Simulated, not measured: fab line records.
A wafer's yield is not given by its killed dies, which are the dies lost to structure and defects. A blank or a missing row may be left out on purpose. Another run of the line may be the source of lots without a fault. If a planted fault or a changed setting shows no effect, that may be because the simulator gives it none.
A single fault, viewed from 2 desks :: flow n5Finfet :: what lay behind the numbers comes last; until then each desk has only its own

== METROLOGY DESK ==
Lot by lot, what the gauges showed, no matter which tool ran the lot: averages of those sampled wafers that carry a number. A lot is out of limits, marked OUT, if its mean lies more than 4 standard deviations from the usual mean; the brackets give that distance. Shown here are 7 of its 10 readings, the ones lying furthest out on some lot.
Columns: A = DIBL_N at N5_BEOL_M4_RC_MEAS_101, usual 35.9 mV/V; B = DIBL_P at N5_BEOL_M4_RC_MEAS_101, usual 36.2 mV/V; C = IOFF_P at N5_BEOL_M4_RC_MEAS_101, usual 0.22 nA/um; D = ION_N at N5_BEOL_M4_RC_MEAS_101, usual 676 uA/um; E = ION_P at N5_BEOL_M4_RC_MEAS_101, usual 465 uA/um; F = SS_P at N5_BEOL_M4_RC_MEAS_101, usual 73.2 mV/dec; G = VT_P at N5_BEOL_M4_RC_MEAS_101, usual -250 mV
lot: L299
first seen here: day 8 04:22
A: 35.1
B: 36.9
C: 0.20
D: 675
E: 465
F: 73.4
G: -250

lot: L300
first seen here: day 8 14:21
A: 35.1
B: 34.6
C: 0.17
D: 669
E: 452
F: 72.4
G: -252

lot: L301
first seen here: day 8 21:01
A: 32.1
B: 33.1
C: 0.16
D: 658
E: 454
F: 71.9
G: -251

lot: L302
first seen here: day 9 03:10
A: 35.9
B: 35.4
C: 0.24
D: 677
E: 472
F: 73.6
G: -245

lot: L308
first seen here: day 10 22:18
A: 37.5
B: 36.9
C: 0.21
D: 666
E: 462
F: 73.2
G: -251

lot: L311
first seen here: day 11 12:02
A: 33.5
B: 34.7
C: 0.18
D: 670
E: 461
F: 72.8
G: -253

lot: L319
first seen here: day 13 15:16
A: 35.2
B: 33.8
C: 0.20
D: 670
E: 461
F: 72.6
G: -251

lot: L320
first seen here: day 13 20:48
A: 36.7
B: 36.4
C: 0.23
D: 684
E: 471
F: 73.4
G: -248

lot: L321
first seen here: day 14 09:07
A: 35.6
B: 35.8
C: 0.15
D: 676
E: 457
F: 73.0
G: -258
Result from this desk: across the 9 lots, nothing is out of limits.

== AT THE TOOL OWNER'S DESK: rieSi-06 ==
The tool's own readings at N5_BEOL_M0_SAQP_ETCH_102 (etches SiO2 in CF4, target depth 4 nm, time 4.4 s): means of the sampled wafers that have a number, for each lot that ran on this tool. A lot is out of limits, marked OUT, if its mean lies more than 4 standard deviations from the usual mean; the brackets give that distance.
Columns: A = drypumpMotorCurrentA at N5_BEOL_M0_SAQP_ETCH_102, usual 5.8 A; B = heBacksideLeakSccm at N5_BEOL_M0_SAQP_ETCH_102, usual 2.69 sccm; C = oesProductAu at N5_BEOL_M0_SAQP_ETCH_102, usual 1.008 a.u.; D = throttleValvePct at N5_BEOL_M0_SAQP_ETCH_102, usual 21.70 %
lot: L300
first seen here: day 6 03:12
A: 5.9
B: 2.53
C: 0.991
D: 21.51

lot: L302
first seen here: day 6 14:28
A: 6.1
B: 2.50
C: 1.009
D: 21.62

lot: L308
first seen here: day 8 06:16
A: 5.8
B: 2.42
C: 1.340 (+17) OUT
D: 21.92
Finding of this desk: L308 out of limits; the first was L308 at day 8 06:16, on oesProductAu at N5_BEOL_M0_SAQP_ETCH_102. L300, L302 stayed within limits.

== PUT TOGETHER ==
The tool owner's desk had the chance to raise an alarm at day 8 06:16 on L308.
Nothing out of limits was seen by the metrology desk.
The metrology desk has L308 on record, within its limits.
Of the lots named, all ran N5_BEOL_M0_SAQP_ETCH_102 on rieSi-06.

== WHAT THE SIMULATOR HAD PUT IN ==
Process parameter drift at N5_BEOL_M0_SAQP_ETCH_102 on rieSi-06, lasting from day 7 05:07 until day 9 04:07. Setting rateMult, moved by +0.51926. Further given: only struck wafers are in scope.
Struck lots among those shown: L308.
How many hours passed from the start of the fault until each desk's first out-of-limits reading: the tool owner's desk, 25.
